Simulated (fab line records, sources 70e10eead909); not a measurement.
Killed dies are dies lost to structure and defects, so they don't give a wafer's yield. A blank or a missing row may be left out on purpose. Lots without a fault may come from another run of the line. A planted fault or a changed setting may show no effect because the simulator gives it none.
A struck lot beside a sound one | flow nand_harc | 41 steps out of a route of 1302
Sound: wafers L791.1, L791.5, L791.6. Struck: wafer L802.6. (L802.1, L802.3 of the same lot were not struck and are left out.) The cause comes at the end.
At each step with rows: each side's tool, then ch and its chambers, then its first start. Under that, the readings that differ: sound wafers | struck wafers | difference of the means | sigmas: that difference in standard deviations of wafers without a fault.
alike: readings whose means differ by less than 2 such deviations, and words and numbers that are the same on both sides. not compared: withheld readings, readings that some wafer has no value for, bounds like >300 that may hide the same value, and numbers for which the record gives no deviation and whose values overlap.
The two part at a step that has a row with sigmas, a row that says differs or no value, or rows on one side only. Numbers that don't overlap but have no deviation are shown without sigmas and don't part them. A reading that every wafer of one side lacks parts them only if that side has two wafers or more.

first, 2 steps without rows for these wafers: NHARC_A_CONTACT_PEB_06 (peb time 65 s); NHARC_A_CONTACT_DEVELOP_07 (develop time 35 s).
NHARC_A_CONTACT_CD_MEAS_08: target cd 200 nm.
  sound on cd_sem-01 ch 0, day 27 16:32; struck on cd_sem-03 ch 0, day 30 16:29
  alike: cd_nm
NHARC_A_CONTACT_OVL_MEAS_09:
  sound on overlay-01, day 27 16:38; struck on overlay-02, day 30 16:35
  reading           | sound       | struck | difference | sigmas
  overlay_x_nm (nm) | 0.3 0.7 0.5 | -1.1   | -1.6       | -3
  overlay_y_nm (nm) | 1.6 1.0 0.8 | -1.3   | -2.4       | -3
NHARC_A_CONTACT_INSPECT_10:
  sound on defect_inspect-01, day 27 16:40; struck on defect_inspect-01, day 30 16:37
  alike: raw_defect_count
then, 3 steps without rows for these wafers: NHARC_A_CONTACT_DESCUM_13 (chemistry O2, time 3 s); NHARC_A_CONTACT_ETCH_88 (etches the open film in CF4, target depth 39 nm, time 65 s); NHARC_A_CONTACT_ETCH_89 (etches the open film in N2/H2, target depth 260 nm, time 475.3 s).
NHARC_A_CONTACT_ETCH_30: etches the open film in CF4/CHF3, target depth 72.6 nm, time 36.3 s.
  sound on rie_diel-02 ch 0,2,3; struck on rie_diel-03 ch 2
  reading                         | sound             | struck | difference | sigmas
  drypump_motor_current_A (A)     | 5.6 6.0 6.1       | 6.6    | +0.7       | +2
  rf_vpp_V (V)                    | 370.4 367.5 369.8 | 374.8  | +5.6       | +2
  showerhead_plenum_p_Torr (Torr) | 1.59 1.47 1.54    | 1.70   | +0.17      | +3
  alike: oes_product_au, throttle_valve_pct
  not compared: rf_hours_counter_h
then, 1 step without rows for these wafers: NHARC_A_CONTACT_ETCH_31 (etches the open film in O2/COS, target depth 2800 nm, time 728 s).
NHARC_A_CONTACT_ETCH_134: etches the open film in C4F8/O2/Ar, time 140 s, target depth 700 nm.
  sound on har_cap_etch-02 ch 0,1, day 27 18:12; struck on har_cap_etch-02 ch 0, day 30 18:02
  not compared: rf_hours_counter_h
then, 1 step without rows for these wafers: NHARC_A_CONTACT_ETCH_135 (etches the open film in C4F8/O2/Ar, time 311 s, target depth 1912 nm).
NHARC_A_CONTACT_ETCH_136: etches the open film in C4F8/O2/Ar, time 311 s, target depth 1912 nm.
  sound on har_cap_etch-02 ch 0,1, day 27 18:40; struck on har_cap_etch-02 ch 0, day 30 18:31
  not compared: rf_hours_counter_h
then, 1 step without rows for these wafers: NHARC_A_CONTACT_ETCH_137 (etches the open film in C4F8/O2/Ar, time 311 s, target depth 1912 nm).
NHARC_A_CONTACT_ETCH_138: etches the open film in C4F8/O2/Ar, time 311 s, target depth 1914 nm.
  sound on har_cap_etch-02 ch 0,1, day 27 19:13; struck on har_cap_etch-02 ch 0, day 30 19:04
  not compared: rf_hours_counter_h
NHARC_A_CONTACT_ETCH_139: etches the open film in C4F8/O2/Ar, time 195 s, target depth 840 nm.
  sound on har_cap_etch-02 ch 0,1, day 27 19:29; struck on har_cap_etch-02 ch 0, day 30 19:20
  not compared: rf_hours_counter_h
then, 2 steps without rows for these wafers: NHARC_A_CONTACT_ETCH_92 (etches the open film in CH3F/O2, target depth 40 nm, time 85.7 s); NHARC_A_CONTACT_ETCH_98 (etches the open film in C4F6/O2, target depth 20 nm, time 10 s).
NHARC_A_CONTACT_CD_MEAS_15:
  sound on cd_sem-02, day 27 20:16; struck on cd_sem-02, day 30 20:07
  alike: cd_nm
then, 4 steps without rows for these wafers: NHARC_A_CONTACT_STRIP_107 (strips in N2/H2); NHARC_A_CONTACT_STRIP_108 (strips in CF4/CHF3); NHARC_A_CONTACT_STRIP_109 (strips in O2/COS); NHARC_A_CONTACT_ETCH_110 (etches the open film in CF4/O2, target depth 60 nm, overetch 6 nm, time 33 s).
NHARC_A_CONTACT_STRIP_26: strips in O2.
  sound on rie_diel-04 ch 0,1; struck on rie_diel-02 ch 3
  alike: drypump_motor_current_A, oes_product_au, rf_vpp_V, showerhead_plenum_p_Torr, throttle_valve_pct
  not compared: rf_hours_counter_h
then, 15 steps without rows for these wafers: NHARC_A_CONTACT_STRIP_27 (strips in post etch residue remover, time 600 s); NHARC_A_CONTACT_ALD_18 (deposits TiN, target thk 3 nm, pulse time 1 s, ald cycles 150); NHARC_A_CONTACT_CVD_19 (deposits W, target thk 300 nm, time 802 s); NHARC_A_CONTACT_CMP_20 (polishes, t overpolish 30 s, target thk 300 nm); NHARC_A_CONTACT_SRD_22; NHARC_A_BLC_DEHYDRATE_00 (time 120 s); NHARC_A_BLC_HMDS_01 (time 30 s); NHARC_A_BLC_COAT_02 (time 75 s); NHARC_A_BLC_COAT_03 (time 65 s); NHARC_A_BLC_COAT_04 (resist thk 90 nm); NHARC_A_BLC_SOFTBAKE_05 (time 55 s); NHARC_A_BLC_EBR_06; NHARC_A_BLC_EXPOSE_07 (exposes mask A BLC, target cd 100 nm); NHARC_A_BLC_PEB_08 (peb time 65 s); NHARC_A_BLC_DEVELOP_09 (develop time 35 s).
NHARC_A_BLC_CD_MEAS_10: target cd 100 nm.
  sound on cd_sem-03 ch 0, day 27 23:19; struck on cd_sem-01 ch 0, day 30 22:59
  alike: cd_nm
-- the record jumps here: 2 days lie between the struck wafers' starts before and after (it left off in module A_BLC and takes up again in module END, whose first step shown is number 1302 of the route) --
NHARC_END_SORT_01:
  sound on prober-02 ch 0, day 29 17:01; struck on prober-01 ch 0, day 33 05:14
  reading         | sound    | struck | difference | sigmas
  killed_at_array | 53 43 76 | 127    | +70        | +4
  killed_dies     | 55 48 80 | 134    | +73        | +4
  alike: killed_at_other, killed_at_periphery, killed_open, killed_short

WHERE THEY PART
First at NHARC_A_CONTACT_OVL_MEAS_09; last, within this record, at NHARC_END_SORT_01.

WHY: what the simulator had put in
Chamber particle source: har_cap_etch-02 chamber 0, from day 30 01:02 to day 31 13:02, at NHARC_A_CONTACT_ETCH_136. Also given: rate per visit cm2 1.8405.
